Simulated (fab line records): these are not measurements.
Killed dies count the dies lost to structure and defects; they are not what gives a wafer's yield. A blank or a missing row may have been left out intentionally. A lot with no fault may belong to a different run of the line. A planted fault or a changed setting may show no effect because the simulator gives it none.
Struck lot and sound lot, side by side	flow n5Finfet	44 steps out of a route of 1938
Sound: these wafers, L680.1, L680.2, L680.4. Wafers L684.1, L684.2, L684.3 were the ones struck. The cause is given at the end.
Each step with rows lists, per side, the tool, then ch with its chambers, then its first start. Under that, the readings that differ: sound wafers	struck wafers	difference of the means	sigmas: that difference in standard deviations of wafers without a fault.
alike: readings whose means differ by less than 2 such deviations, and words and numbers that are the same on both sides. not compared: withheld readings, readings that some wafer has no value for, bounds like >300 that may hide the same value, and numbers for which the record gives no deviation and whose values overlap.
A row with sigmas, a row that says differs or no value, or rows on one side alone: a step with any of these is where the two part. Non-overlapping numbers with no deviation appear without sigmas and do not part them. Lack of a reading on every wafer of one side parts them only where that side has two or more wafers.

first, 8 steps without rows for these wafers: N5_WELL_APT_HMDS_01 (time 60 s); N5_WELL_APT_COAT_02 (resist thk 950 nm); N5_WELL_APT_EBR_04; N5_WELL_APT_SOFTBAKE_03 (time 60 s); N5_WELL_APT_EXPOSE_05 (exposes mask NWELL, defocus 0 nm, target cd 200 nm); N5_WELL_APT_PEB_06 (peb time 90 s); N5_WELL_APT_DEVELOP_07 (develop time 45 s); N5_WELL_APT_HARDBAKE_12 (time 120 s).
N5_WELL_APT_CD_MEAS_08: the cd target is 200 nm.
  sound on cdSem-02 ch 0, day 2 13:41; struck on cdSem-02 ch 0, day 3 13:52
  alike: cdNm
N5_WELL_APT_OVL_MEAS_09:
  sound on overlay-01 ch 0, day 2 13:43; struck on overlay-01 ch 0, day 3 13:54
  alike: NWELL_OVL
N5_WELL_APT_INSPECT_10: inspects for defects (macro).
  sound on defectInspect-02 at day 2 13:44; struck on defectInspect-02 at day 3 13:55
  alike: rawDefectCount
N5_WELL_APT_DESCUM_13: chemistry O2, time 7.9 s.
  sound on rieDiel-02 ch 0,1, day 2 13:49; struck on rieDiel-02 ch 0,1,2, day 3 14:24
  alike: drypumpMotorCurrentA, oesProductAu, rfVppV, showerheadPlenumPTorr, throttleValvePct
  not compared: rfHoursCounterH
N5_WELL_APT_IMPLANT_14:
  sound on implanter-01 ch 0, day 2 13:54; struck on implanter-02 ch 0, day 3 14:30
reading	sound	struck	difference	sigmas
doseIonsCm2	1.5016e+13 1.5012e+13 1.5019e+13	1.7693e+13 1.7695e+13 1.7706e+13	+2.6823e+12	+99 or more
faradayCurrentUA	194 190 186	226 224 227	+36	+10
then, 10 steps without rows for these wafers: N5_WELL_APT_IMPLANT_15; N5_WELL_APT_STRIP_16 (strips in SPM, time 900 s); N5_WELL_APT_HMDS_18 (time 60 s); N5_WELL_APT_COAT_19 (resist thk 950 nm); N5_WELL_APT_EBR_21; N5_WELL_APT_SOFTBAKE_20 (time 60 s); N5_WELL_APT_EXPOSE_22 (exposes mask PWELL, defocus 0 nm, target cd 200 nm); N5_WELL_APT_PEB_23 (peb time 90 s); N5_WELL_APT_DEVELOP_24 (develop time 45 s); N5_WELL_APT_HARDBAKE_29 (time 120 s).
N5_WELL_APT_CD_MEAS_25: the cd target is 200 nm.
  sound on cdSem-02 ch 0, day 2 14:50; struck on cdSem-02 ch 0, day 3 15:26
  alike: cdNm
N5_WELL_APT_OVL_MEAS_26:
  sound on overlay-01 ch 0, day 2 14:52; struck on overlay-01 ch 0, day 3 15:28
  alike: PWELL_OVL
N5_WELL_APT_INSPECT_27: inspects for defects (macro).
  sound on defectInspect-01 at day 2 14:53; struck on defectInspect-01 at day 3 15:29
  alike: rawDefectCount
N5_WELL_APT_DESCUM_30: chemistry O2, time 7.9 s.
  sound on rieDiel-02 ch 1,2, day 2 15:02; struck on rieDiel-04 ch 0,1,2, day 3 15:31
  alike: drypumpMotorCurrentA, oesProductAu, rfVppV, showerheadPlenumPTorr, throttleValvePct
  not compared: rfHoursCounterH
then, 3 steps without rows for these wafers: N5_WELL_APT_IMPLANT_31; N5_WELL_APT_IMPLANT_32; N5_WELL_APT_STRIP_33 (strips in SPM, time 900 s).
N5_WELL_APT_RTA_34: time 10 s.
  sound on rtpAnneal-02 ch 0, day 2 15:49; struck on rtpAnneal-01 ch 0, day 3 16:19
  alike: lampPowerPct, lamp_zone_2_pct, wafer_temp_C_max
then, 4 steps without rows for these wafers: N5_WELL_APT_OXIDE_STRIP_42 (strips SiO2 in dHF, time 45 s, target depth 12 nm); N5_WELL_APT_PRECLEAN_36 (cleans in O3/DIW, time 45 s); N5_WELL_APT_PRECLEAN_39 (cleans in dHF, time 60 s); N5_WELL_APT_SRD_37 (time 30 s).
N5_WELL_APT_EPI_41: deposits Si from SiH4/H2, target thk 50 nm, time 297.7 s.
  sound on epiRpcvd-01 ch 0, day 2 16:04; struck on epiRpcvd-03 ch 0, day 3 16:33
  alike: throttleValvePct
N5_WELL_APT_INSPECT_38: inspects for defects (darkfield).
  sound on defectInspect-01 at day 2 16:41; struck on defectInspect-01 at day 3 17:23
  alike: rawDefectCount
N5_PMOS_HMC_CHANNEL_EPI_HM_DEP_34: deposits SiO2 from TEOS/O2, target thk 36 nm, time 6.9 s.
  sound on pecvd-04 ch 0,1,2, day 2 16:44; struck on pecvd-03 ch 0,1,2, day 3 17:26
  alike: heaterPowerW, showerheadPlenumPTorr, throttleValvePct
then, 4 steps without rows for these wafers: N5_PMOS_HMC_CHANNEL_EPI_COAT_31 (time 60 s, resist thk 66 nm); N5_PMOS_HMC_CHANNEL_EPI_COAT_03 (resist thk 205 nm); N5_PMOS_HMC_CHANNEL_EPI_EBR_05; N5_PMOS_HMC_CHANNEL_EPI_SOFTBAKE_04 (time 60 s).
-- the record jumps here: 6 days lie between the struck wafers' starts before and after (it left off in module PMOS_HMC_CHANNEL_EPI and takes up again in module BEOL_M4, whose first step shown is number 1111 of the route) --
N5_BEOL_M4_RC_MEAS_101:
  sound on prober-02 ch 0, day 8 20:20; struck on prober-02 ch 0, day 9 21:35
reading	sound	struck	difference	sigmas
RS_NWELL (ohm/sq)	1043 1031 1044	956 946 955	-87	-12
  alike: DIBL_N, DIBL_P, IOFF_N, IOFF_P, ION_N, ION_P, SS_N, SS_P, VT_N, VT_P
after that, 1 step had no rows for these wafers: N5_PASSIVATION_PROBE_49.

WHERE THEY PART
At N5_WELL_APT_IMPLANT_14 first; at N5_BEOL_M4_RC_MEAS_101 last (within this record only).

WHY: whatever the simulator had introduced
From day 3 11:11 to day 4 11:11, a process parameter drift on implanter-02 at N5_WELL_APT_IMPLANT_14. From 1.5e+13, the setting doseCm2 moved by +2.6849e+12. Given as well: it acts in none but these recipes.
